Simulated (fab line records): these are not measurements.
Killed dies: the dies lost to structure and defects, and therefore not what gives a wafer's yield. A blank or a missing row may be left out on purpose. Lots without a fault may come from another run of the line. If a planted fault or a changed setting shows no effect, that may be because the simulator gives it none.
Chamber matching | flow nandHarc | NHARC_A_WL_FILL_ETCHBACK_26 on rieSi-01 has 4 sister chambers
The step etches the open film in HBr, target depth 52 nm, time 13.3 s. 4 wafers are shown with their chamber, then 11 later ones without.

EACH WAFER AND ITS CHAMBER
wafer  | chamber | drypumpMotorCurrentA (A)
L082.1 | 3       | 5.1
L090.1 | 2       | 6.4
L090.3 | 0       | 5.7
L088.2 | 1       | 6.4

WAFERS WHOSE CHAMBER IS MISSING
wafer  | drypumpMotorCurrentA (A)
L088.3 | 5.2
L088.6 | 5.6
L092.1 | 5.7
L092.3 | 6.3
L092.4 | 5.2
L094.1 | 6.3
L094.4 | 5.2
L094.6 | 5.7
L095.1 | 5.7
L095.3 | 6.3
L095.6 | 6.4

WHICH CHAMBER EACH ONE RAN IN
wafer  | from the rows above     | in truth
L088.3 | 3                       | 3
L088.6 | 0                       | 0
L092.1 | 0                       | 0
L092.3 | can't be placed: 1 or 2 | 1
L092.4 | 3                       | 3
L094.1 | can't be placed: 1 or 2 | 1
L094.4 | 3                       | 3
L094.6 | 0                       | 0
L095.1 | 0                       | 0
L095.3 | can't be placed: 1 or 2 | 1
L095.6 | can't be placed: 1 or 2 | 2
Correct placement for 7 of the 11. Can't be placed from these rows: 4 (the true chamber is among the candidates in 4). Placed wrongly: 0.
How it was worked out, from the rows above alone: a wafer's distance from a chamber is the root of the sum, over the readings, of the square of ((its reading less the chamber's mean) divided by the reading's scatter). If the next closest chamber is less than 2 further off than the closest, the wafer can't be placed; otherwise it belongs to the closest. A chamber's mean is the mean of its shown wafers. The scatter: root of mean squared gap, hidden wafer to nearest shown wafer, with one shown wafer a chamber.
